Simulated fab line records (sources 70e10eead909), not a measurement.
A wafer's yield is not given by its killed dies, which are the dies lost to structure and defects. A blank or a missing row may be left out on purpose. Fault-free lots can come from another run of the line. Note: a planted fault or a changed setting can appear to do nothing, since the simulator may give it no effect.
One fault through the eyes of 2 desks | flow nandHarc | every desk sees just its own numbers, and what lay behind them comes last

## THE DEFECT DESK
Per lot, the means of the sampled wafers with a number show what the inspections along the route counted. The brackets show how far a lot's mean lies from the usual mean; more than 4 standard deviations puts the lot out of limits, marked OUT.
Columns: A = rawDefectCount at NHARC_A_CONTACT_INSPECT_23, usual 518
lot  | first seen here | A
L531 | day 22 22:59    | 690
L532 | day 22 23:08    | 621
L530 | day 23 00:49    | 510
L533 | day 23 13:54    | 437
L534 | day 24 05:01    | 497
L535 | day 25 01:54    | 680
L538 | day 25 08:07    | 497
L536 | day 25 10:33    | 559
L547 | day 28 19:05    | 549
L543 | day 28 20:22    | 640
L552 | day 32 10:00    | 411
L553 | day 32 11:37    | 467
This desk's verdict: no lot among the 12 shows anything out of limits.

## THE TOOL OWNER'S DESK: cvdW-01
The tool's own readings at NHARC_A_CONTACT_CVD_19 (deposits W, target thk 300 nm, time 802 s): means of the sampled wafers that have a number, for each lot that ran on this tool. The brackets show how far a lot's mean lies from the usual mean; more than 4 standard deviations puts the lot out of limits, marked OUT.
Columns: A = heaterPowerW at NHARC_A_CONTACT_CVD_19, usual 447 W; B = throttleValvePct at NHARC_A_CONTACT_CVD_19, usual 8.21 %
lot  | first seen here | A   | B
L532 | day 22 21:51    | 432 | 8.37
L530 | day 22 23:31    | 432 | 8.36
L533 | day 23 12:44    | 435 | 8.28
L535 | day 25 00:52    | 453 | 8.15
L538 | day 25 06:49    | 458 | 8.32
L543 | day 28 19:04    | 448 | 8.20
L552 | day 32 08:43    | 472 | 8.09
This desk's verdict: no lot among the 7 shows anything out of limits.

## ALL TOGETHER
No out-of-limits result turned up at the defect desk.
Nothing out of limits was seen by the tool owner's desk.

## WHAT THE SIMULATOR HAD INSERTED
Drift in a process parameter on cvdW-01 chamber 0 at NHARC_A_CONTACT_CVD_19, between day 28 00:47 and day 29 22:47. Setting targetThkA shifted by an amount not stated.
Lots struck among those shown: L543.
